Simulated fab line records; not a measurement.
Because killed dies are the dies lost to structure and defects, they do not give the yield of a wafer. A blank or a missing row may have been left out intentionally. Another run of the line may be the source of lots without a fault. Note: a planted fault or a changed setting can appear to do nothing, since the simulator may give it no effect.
Chamber matching + flow n5-finfet + 4 sister chambers for N5_BEOL_M4_ALD_98 on ald-sin-02
The step deposits SiO2, target thk 2.5 nm, pulse time 1 s, co reactant pulse time 1 s. 8 wafers are shown with their chamber, then 11 later ones without.

== WAFERS WITH THEIR CHAMBER ==
| wafer  | chamber | heater-power-w (W) | precursor-pulse-height-rel |
|--------|---------|--------------------|----------------------------|
| L079.2 | 1       | 78                 | 1.028                      |
| L079.5 | 2       | 82                 | 0.987                      |
| L082.4 | 1       | 76                 | 1.004                      |
| L082.5 | 0       | 84                 | 1.011                      |
| L086.1 | 3       | 72                 | 0.988                      |
| L086.3 | 0       | 84                 | 1.020                      |
| L086.5 | 2       | 82                 | 0.943                      |
| L087.2 | 3       | 72                 | 1.013                      |

== WAFERS WITH NO CHAMBER GIVEN ==
| wafer  | heater-power-w (W) | precursor-pulse-height-rel |
|--------|--------------------|----------------------------|
| L087.4 | 82                 | 1.001                      |
| L087.5 | 83                 | 0.993                      |
| L090.3 | 79                 | 1.018                      |
| L090.5 | 84                 | 1.004                      |
| L090.6 | 74                 | 0.981                      |
| L091.1 | 85                 | 1.046                      |
| L091.4 | 71                 | 1.015                      |
| L091.5 | 76                 | 0.968                      |
| L096.1 | 80                 | 0.987                      |
| L096.5 | 75                 | 0.975                      |
| L096.6 | 81                 | 1.012                      |

== EACH ONE'S CHAMBER ==
| wafer  | from the rows above     | in truth |
|--------|-------------------------|----------|
| L087.4 | can't be placed: 2 or 0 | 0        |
| L087.5 | can't be placed: 0 or 2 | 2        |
| L090.3 | 1                       | 1        |
| L090.5 | 0                       | 0        |
| L090.6 | can't be placed: 3 or 1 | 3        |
| L091.1 | 0                       | 0        |
| L091.4 | 3                       | 3        |
| L091.5 | 1                       | 1        |
| L096.1 | can't be placed: 2 or 1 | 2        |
| L096.5 | can't be placed: 1 or 3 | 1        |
| L096.6 | can't be placed: 2 or 0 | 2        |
Correctly placed: 5 of 11. Cannot be placed on the basis of these rows: 6; the candidates contain the true chamber in 6. 0 placed wrongly.
How it was worked out, from the rows above alone: a wafer's distance from a chamber is the root of the sum, over the readings, of the square of ((its reading less the chamber's mean) divided by the reading's scatter). If the next closest chamber is less than 2 further off than the closest, the wafer can't be placed; otherwise it belongs to the closest. The mean given for a chamber averages the wafers shown for that chamber. How the scatter is found: for the shown wafers, subtract from each reading the mean of its chamber, square and add these, divide the total by (wafers less chambers), then take the root.
